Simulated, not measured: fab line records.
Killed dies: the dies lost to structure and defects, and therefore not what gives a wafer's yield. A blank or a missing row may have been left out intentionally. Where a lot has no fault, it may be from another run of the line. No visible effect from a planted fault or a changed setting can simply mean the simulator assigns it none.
A struck lot beside a sound one + flow n5-finfet + 43 out of 1938 route steps
Sound: wafers L457.2, L457.4, L457.5. The struck wafers were L466.1, L466.3, L466.6. The cause is named last.
For every step that has rows: the tool of each side, followed by ch and its chambers, followed by its first start. Under that, the readings that differ: sound wafers + struck wafers + difference of the means + sigmas: that difference in standard deviations of wafers without a fault.
alike: readings whose means differ by less than 2 such deviations, and words and numbers that are the same on both sides. not compared: withheld readings, readings that some wafer has no value for, bounds like >300 that may hide the same value, and numbers for which the record gives no deviation and whose values overlap.
Wherever a step has rows on one side only, a row that says differs or no value, or a row with sigmas, the two part there. When numbers do not overlap yet have no deviation, they are printed without sigmas and do not part them. Lack of a reading on every wafer of one side parts them only where that side has two or more wafers.

first, 12 steps without rows for these wafers: N5_PMOS_HMC_CHANNEL_EPI_ETCH_32 (etches BARC in N2/H2, stops on SiO2, target depth 85.8 nm, time 50.3 s); N5_PMOS_HMC_CHANNEL_EPI_HM_OPEN_15 (chemistry CHF3/O2, target SiO2, target depth 40.6 nm, time 20.3 s); N5_PMOS_HMC_CHANNEL_EPI_STRIP_33 (strips in N2/H2); N5_PMOS_HMC_CHANNEL_EPI_STRIP_17 (strips in SPM, time 750 s); N5_PMOS_HMC_CHANNEL_EPI_ETCH_38 (etches SiO2 in CF4, target depth 1.5 nm); N5_PMOS_HMC_CHANNEL_EPI_FIN_RECESS_16 (chemistry HBr/Cl2, target Si, target depth 54 nm, time 18 s); N5_PMOS_HMC_CHANNEL_EPI_PRECLEAN_36 (cleans in O3/DIW, time 45 s); N5_PMOS_HMC_CHANNEL_EPI_PRECLEAN_18 (cleans in DHF, time 30 s); N5_PMOS_HMC_CHANNEL_EPI_SRD_19 (time 30 s); N5_PMOS_HMC_CHANNEL_EPI_EPI_20 (deposits SiGe30, target thk 59 nm); N5_PMOS_HMC_CHANNEL_EPI_HM_STRIP_35 (strips SiO2 in dHF, material SiO2, target depth 39.6 nm, time 216 s); N5_PMOS_HMC_CHANNEL_EPI_SRD_39 (time 30 s).
N5_PMOS_HMC_CHANNEL_EPI_CMP_21: polishes SiGe30, target thk 54 nm.
  sound on cmp-04 ch 0,1,2, day 2 03:28; struck on cmp-04 ch 0,1,2, day 4 08:17
  alike: motor-current-A, retaining-ring-pressure-frac
  not compared: pad-life-wafers
then, 5 steps without rows for these wafers: N5_PMOS_HMC_CHANNEL_EPI_PRECLEAN_40 (cleans in DHF, time 30 s); N5_PMOS_HMC_CHANNEL_EPI_PRECLEAN_37 (cleans in O3/DIW, time 45 s); N5_PMOS_HMC_CHANNEL_EPI_PRECLEAN_24 (cleans in DHF, time 30 s); N5_PMOS_HMC_CHANNEL_EPI_SRD_25 (time 30 s); N5_PMOS_HMC_CHANNEL_EPI_EPI_26 (deposits Si from SiH4/H2, target thk 3.8 nm, time 22.7 s).
N5_PMOS_HMC_CHANNEL_EPI_INSPECT_30: inspects for defects (darkfield).
  sound on defect-inspect-01 at day 2 04:10; struck on defect-inspect-02 at day 4 08:59
| reading          | sound    | struck      | difference | sigmas |
|------------------|----------|-------------|------------|--------|
| raw-defect-count | 24 21 14 | 486 548 498 | +491       | +93    |
then, 19 steps without rows for these wafers: N5_FIN_SAQP_PRECLEAN_42 (cleans in O3/DIW, time 60 s); N5_FIN_SAQP_PRECLEAN_00 (cleans in SC1, time 60 s); N5_FIN_SAQP_PRECLEAN_44 (cleans in SC2, time 45 s); N5_FIN_SAQP_SRD_01 (time 30 s); N5_FIN_SAQP_ALD_61 (deposits SiO2, target thk 4 nm, pulse time 1 s, purge time 2 s); N5_FIN_SAQP_DENSIFY_62 (time 60 s); N5_FIN_SAQP_HM_DEP_03 (deposits SiNx from SiH4/NH3/N2, target thk 38 nm, time 33.6 s); N5_FIN_SAQP_PECVD_47 (deposits a-Si from SiH4/He, target thk 45 nm, time 36.3 s); N5_FIN_SAQP_PECVD_48 (deposits SiNx from SiH4/NH3/N2, target thk 25 nm, time 22.1 s); N5_FIN_SAQP_PECVD_06 (deposits a-Si from SiH4/He, target thk 60 nm, time 48.1 s); N5_FIN_SAQP_HM_DEP_72 (deposits SiO2 from SiH4/N2O, target thk 12 nm, time 7.2 s); N5_FIN_SAQP_COAT_49 (time 60 s, resist thk 100 nm); N5_FIN_SAQP_COAT_50 (time 60 s, resist thk 35 nm); N5_FIN_SAQP_COAT_10 (resist thk 90 nm); N5_FIN_SAQP_EBR_12; N5_FIN_SAQP_SOFTBAKE_11 (time 60 s); N5_FIN_SAQP_EXPOSE_13 (exposes mask FIN CORE, target cd 35.6 nm); N5_FIN_SAQP_PEB_14 (peb time 60 s); N5_FIN_SAQP_DEVELOP_15 (develop time 30 s).
N5_FIN_SAQP_INSPECT_18: inspects for defects (brightfield).
  sound on defect-inspect-02 at day 2 05:35; struck on defect-inspect-02 at day 4 10:32
| reading          | sound       | struck      | difference | sigmas |
|------------------|-------------|-------------|------------|--------|
| raw-defect-count | 545 538 322 | 846 885 721 | +349       | +3     |
N5_FIN_SAQP_INSPECT_40: inspects for defects (brightfield).
  sound on defect-inspect-02 at day 2 09:57; struck on defect-inspect-01 at day 4 16:05
| reading          | sound       | struck      | difference | sigmas |
|------------------|-------------|-------------|------------|--------|
| raw-defect-count | 241 278 247 | 704 734 699 | +457       | +9     |
N5_FIN_CUT_INSPECT_10: inspects for defects (brightfield).
  sound on defect-inspect-02 at day 2 10:21; struck on defect-inspect-01 at day 4 16:35
| reading          | sound    | struck      | difference | sigmas |
|------------------|----------|-------------|------------|--------|
| raw-defect-count | 37 35 37 | 527 571 518 | +502       | +51    |
-- the record jumps here: 6 days lie between the struck wafers' starts before and after (it left off in module FIN_CUT and takes up again in module BEOL_M4, whose first step shown is number 1111 of the route) --
N5_BEOL_M4_RC_MEAS_101:
  sound on prober-02 ch 0, day 8 05:06; struck on prober-01 ch 0, day 11 03:49
  alike: DIBL_N, DIBL_P, IOFF_N, IOFF_P, ION_N, ION_P, SS_N, SS_P, VT_N, VT_P
-- a jump in the record: the struck wafers' starts before and after are 4 days apart (it breaks off in module BEOL_M4 and resumes in module PASSIVATION, where the first step shown is number 1936 of the route) --
N5_PASSIVATION_PROBE_49:
  the record has rows for the struck wafers here (prober-01, day 15 07:51) and none for the sound ones

== WHERE THEY PART ==
Last at N5_PASSIVATION_PROBE_49 as far as this record goes, first at N5_PMOS_HMC_CHANNEL_EPI_INSPECT_30.

WHY: the cause the simulator had injected
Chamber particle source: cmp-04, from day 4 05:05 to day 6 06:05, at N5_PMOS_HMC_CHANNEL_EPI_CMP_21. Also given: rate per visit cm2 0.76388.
